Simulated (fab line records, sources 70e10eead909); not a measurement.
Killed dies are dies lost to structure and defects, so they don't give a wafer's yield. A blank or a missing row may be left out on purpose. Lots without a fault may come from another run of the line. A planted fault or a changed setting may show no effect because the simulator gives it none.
One fault seen from 2 desks | flow nand_harc | each desk has only its own numbers; what lay behind them comes last

THE DEFECT DESK
What the inspections along the route counted, lot by lot: means of the sampled wafers that have a number. A lot is out of limits, marked OUT, if its mean lies more than 4 standard deviations from the usual mean; the brackets give that distance.
Columns: A = raw_defect_count at NHARC_P_BONDPAD_INSPECT_23, usual 308
lot  | first seen here | A
L522 | day 7 04:06     | 286
L525 | day 7 11:28     | 240
L524 | day 7 15:56     | 237
L526 | day 7 17:48     | 312
L530 | day 8 14:23     | 300
L529 | day 8 19:32     | 272
L531 | day 9 04:56     | 538
L534 | day 9 18:11     | 318
L532 | day 9 18:25     | 412
L537 | day 10 16:28    | 239
L540 | day 10 23:02    | 358
L543 | day 11 17:16    | 290
This desk's finding: nothing out of limits on any of the 12 lots.

THE METROLOGY DESK
What the gauges read, lot by lot, whatever tool the lot ran on: means of the sampled wafers that have a number. A lot is out of limits, marked OUT, if its mean lies more than 4 standard deviations from the usual mean; the brackets give that distance.
Columns: A = thk_nm at NHARC_A_ONON_D1_THK_MEAS_14, usual 999 nm
lot  | first seen here | A
L522 | day 8 06:37     | 995
L525 | day 8 16:24     | 988
L524 | day 8 16:32     | 1013
L526 | day 8 21:43     | 1009
L530 | day 9 16:49     | 1007
L529 | day 9 21:40     | 993
L531 | day 10 09:53    | 993
L534 | day 10 21:37    | 996
L532 | day 10 21:58    | 1006
L537 | day 11 17:57    | 999
L540 | day 12 01:20    | 1569 (+64) OUT
L543 | day 12 18:59    | 1570 (+64) OUT
This desk's finding: out of limits on L540, L543; first on L540, day 12 01:20 (thk_nm at NHARC_A_ONON_D1_THK_MEAS_14). In limits: L522, L525, L524, L526, L530, L529, L531, L534, L532, L537.

PUT TOGETHER
The metrology desk could have raised an alarm at day 12 01:20, on L540, L543.
The defect desk saw nothing out of limits.
The defect desk has L540, L543 on record, within its limits.
Of the lots named, all ran NHARC_A_ONON_D1_DEP_12 on pecvd_onon-04.

WHAT THE SIMULATOR HAD PUT IN
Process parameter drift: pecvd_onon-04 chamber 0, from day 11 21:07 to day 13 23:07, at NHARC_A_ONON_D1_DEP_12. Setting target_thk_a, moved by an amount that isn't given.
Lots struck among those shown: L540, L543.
Hours from the fault's start to each desk's first reading out of limits: the metrology desk, 4.
